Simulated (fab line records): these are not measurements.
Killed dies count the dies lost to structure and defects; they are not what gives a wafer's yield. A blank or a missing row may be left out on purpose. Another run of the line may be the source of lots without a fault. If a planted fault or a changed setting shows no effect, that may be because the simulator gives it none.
Which tool was responsible? / flow nand_harc / 6 lots, 17 wafers sampled, at 5 steps of a route of 1302

== WHAT THE GAUGES READ, wafer by wafer ==
NHARC_END_SORT_01.
lot / measured / on / defect_limited_yield (%)

== WHAT TOOL EACH LOT RAN ON (gives the tool, then ch and the chambers of the sampled wafers, and finally the start) ==
lot=L213; NHARC_P_M0_ETCH_34=rie_diel-08 ch 2,3, day 7 12:40; NHARC_P_M0_PRE_CLEAN_29=pvd_sputter-01, day 7 15:12 or earlier; NHARC_P_M0_DEP_32=pecvd-03 ch 0,2, day 7 15:12; NHARC_P_M1_SOFTBAKE_04=litho_track-06 ch 0, day 7 16:00
lot=L216; NHARC_P_M0_ETCH_34=rie_diel-08 ch 1,2,3, day 8 14:41; NHARC_P_M0_PRE_CLEAN_29=pvd_sputter-01, day 8 17:30 or earlier; NHARC_P_M0_DEP_32=pecvd-01 ch 0,1, day 8 17:30; NHARC_P_M1_SOFTBAKE_04=litho_track-06 ch 0, day 8 18:00
lot=L220; NHARC_P_M0_ETCH_34=rie_diel-08 ch 1,2,3, day 10 06:18; NHARC_P_M0_PRE_CLEAN_29=pvd_sputter-03, day 10 08:58 or earlier; NHARC_P_M0_DEP_32=pecvd-04 ch 0,1,2, day 10 08:58; NHARC_P_M1_SOFTBAKE_04=litho_track-04 ch 0, day 10 09:00
lot=L222; NHARC_P_M0_ETCH_34=rie_diel-08 ch 0,3, day 10 20:13; NHARC_P_M0_PRE_CLEAN_29=pvd_sputter-02, day 10 22:50 or earlier; NHARC_P_M0_DEP_32=pecvd-03 ch 0,1,2, day 10 22:50; NHARC_P_M1_SOFTBAKE_04=litho_track-06 ch 0, day 10 23:00
lot=L229; NHARC_P_M0_ETCH_34=rie_diel-08 ch 1,3, day 14 01:20; NHARC_P_M0_PRE_CLEAN_29=pvd_sputter-02, day 14 03:58 or earlier; NHARC_P_M0_DEP_32=pecvd-03 ch 1, day 14 03:58; NHARC_P_M1_SOFTBAKE_04=litho_track-01 ch 0, day 14 04:00
lot=L232; NHARC_P_M0_ETCH_34=rie_diel-08 ch 0,2,3, day 15 08:27; NHARC_P_M0_PRE_CLEAN_29=pvd_sputter-02, day 15 11:08 or earlier; NHARC_P_M0_DEP_32=pecvd-01 ch 0,1,2, day 15 11:08; NHARC_P_M1_SOFTBAKE_04=litho_track-06 ch 0, day 15 12:00
- NHARC_P_M0_ETCH_34: etches the open film in N2/H2, target depth 40 nm, overetch 12 nm, time 43.94 s.
- NHARC_P_M0_PRE_CLEAN_29: time 30 s.
- NHARC_P_M0_DEP_32: deposits SiCN, target thk 30 nm.
- NHARC_P_M1_SOFTBAKE_04: time 55 s.

== THE ANSWER, worked out from the rows above alone ==
Rule: what is usual is taken from the lots themselves. Put in order of their means at a reading, lots are off if they are a third of the lots or fewer, leave a main group of 4 or more, and stand apart from it by a gap of 3 or more times the standard deviation of the main group's means; of several such gaps the widest counts. If all means in a main group match to the digits the tables above print for the reading, that group is not used. Also off: a lot with no number at a reading for which 4 or more lots have one. All remaining lots with rows at the step are treated as sound.
No lot is off on any of the readings shown, so nothing can be concluded from this.

== WHAT WAS PUT IN BY THE SIMULATOR ==
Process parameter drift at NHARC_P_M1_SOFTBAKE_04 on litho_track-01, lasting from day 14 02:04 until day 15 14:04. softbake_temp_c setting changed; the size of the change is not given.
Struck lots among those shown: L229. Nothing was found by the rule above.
